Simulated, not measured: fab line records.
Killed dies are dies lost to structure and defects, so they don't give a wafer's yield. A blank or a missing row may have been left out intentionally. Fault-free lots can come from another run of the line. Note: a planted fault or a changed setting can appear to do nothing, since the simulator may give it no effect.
The same fault as seen by 3 desks :: flow nand_harc :: only its own numbers are on each desk; what lay behind them is given at the end

DESK OF THE TOOL OWNER: rie_diel-05
The tool's own readings at NHARC_A_CONTACT_ETCH_88 (etches the open film in CF4, target depth 39 nm, time 65 s): means of the sampled wafers that have a number, for each lot that ran on this tool. Any lot whose mean is over 4 standard deviations away from the usual mean is out of limits and marked OUT; that distance is given in the brackets.
Columns: A = drypump_motor_current_A at NHARC_A_CONTACT_ETCH_88, usual 6.0 A; B = oes_product_au at NHARC_A_CONTACT_ETCH_88, usual 1.000 a.u.; C = rf_vpp_V at NHARC_A_CONTACT_ETCH_88, usual 150.9 V; D = showerhead_plenum_p_Torr at NHARC_A_CONTACT_ETCH_88, usual 1.74 Torr; E = throttle_valve_pct at NHARC_A_CONTACT_ETCH_88, usual 13.284 %
lot: L231
first seen here: day 17 22:19
A: 6.1
B: 1.000
C: 151.3
D: 1.74
E: 13.281

lot: L239
first seen here: day 19 04:47
A: 5.6
B: 0.955
C: 149.8
D: 1.68
E: 13.286

lot: L238
first seen here: day 19 13:10
A: 6.0
B: 0.893 (-8.9) OUT
C: 150.9
D: 1.73
E: 13.289
This desk finds L238 out of limits, L238 being first, at day 19 13:10 (oes_product_au at NHARC_A_CONTACT_ETCH_88). Within limits: L231, L239.

THE DEFECT DESK
Per lot, the means of the sampled wafers with a number show what the inspections along the route counted. Any lot whose mean is over 4 standard deviations away from the usual mean is out of limits and marked OUT; that distance is given in the brackets.
Columns: A = raw_defect_count at NHARC_A_CONTACT_INSPECT_10, usual 30
lot: L232
first seen here: day 17 11:21
A: 30

lot: L231
first seen here: day 17 22:08
A: 27

lot: L239
first seen here: day 19 04:38
A: 27

lot: L238
first seen here: day 19 12:59
A: 19

lot: L248
first seen here: day 21 17:34
A: 18

lot: L252
first seen here: day 22 20:33
A: 35
Finding of this desk: none of the 6 lots has anything out of limits.

THE METROLOGY DESK
What the gauges read for every lot (on any tool): the sampled wafers with a number, averaged. Any lot whose mean is over 4 standard deviations away from the usual mean is out of limits and marked OUT; that distance is given in the brackets.
Columns: A = cd_nm at NHARC_A_CONTACT_CD_MEAS_08, usual 100.0 nm; B = overlay_x_nm at NHARC_A_CONTACT_OVL_MEAS_09, usual -0.1 nm; C = overlay_y_nm at NHARC_A_CONTACT_OVL_MEAS_09, usual 0.4 nm
lot: L232
first seen here: day 17 11:14
A: 100.3
B: 0.8
C: 0.7

lot: L231
first seen here: day 17 22:01
A: 100.3
B: -0.6
C: 1.7

lot: L239
first seen here: day 19 04:31
A: 100.3
B: 0.5
C: 1.6

lot: L238
first seen here: day 19 12:52
A: 100.0
B: 0.7
C: 0.4

lot: L248
first seen here: day 21 17:26
A: 100.5
B: 0.1
C: -1.2

lot: L252
first seen here: day 22 20:26
A: 99.7
B: -0.9
C: 1.7
Finding of this desk: none of the 6 lots has anything out of limits.

BROUGHT TOGETHER
At day 19 13:10, on L238, the tool owner's desk was in a position to raise an alarm.
Nothing the defect desk looked at was out of limits.
Nothing out of limits was seen by the metrology desk.
The defect desk has L238 on record, within its limits.
The metrology desk holds a record of L238, inside its limits.
NHARC_A_CONTACT_ETCH_88 was run on rie_diel-05 by each of the lots named.

WHAT THE SIMULATOR PUT IN
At NHARC_A_CONTACT_ETCH_88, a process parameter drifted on rie_diel-05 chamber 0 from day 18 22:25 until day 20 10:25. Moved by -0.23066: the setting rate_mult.
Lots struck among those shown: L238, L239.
Time in hours from fault onset to the first out-of-limits reading at each desk: the tool owner's desk, 15.
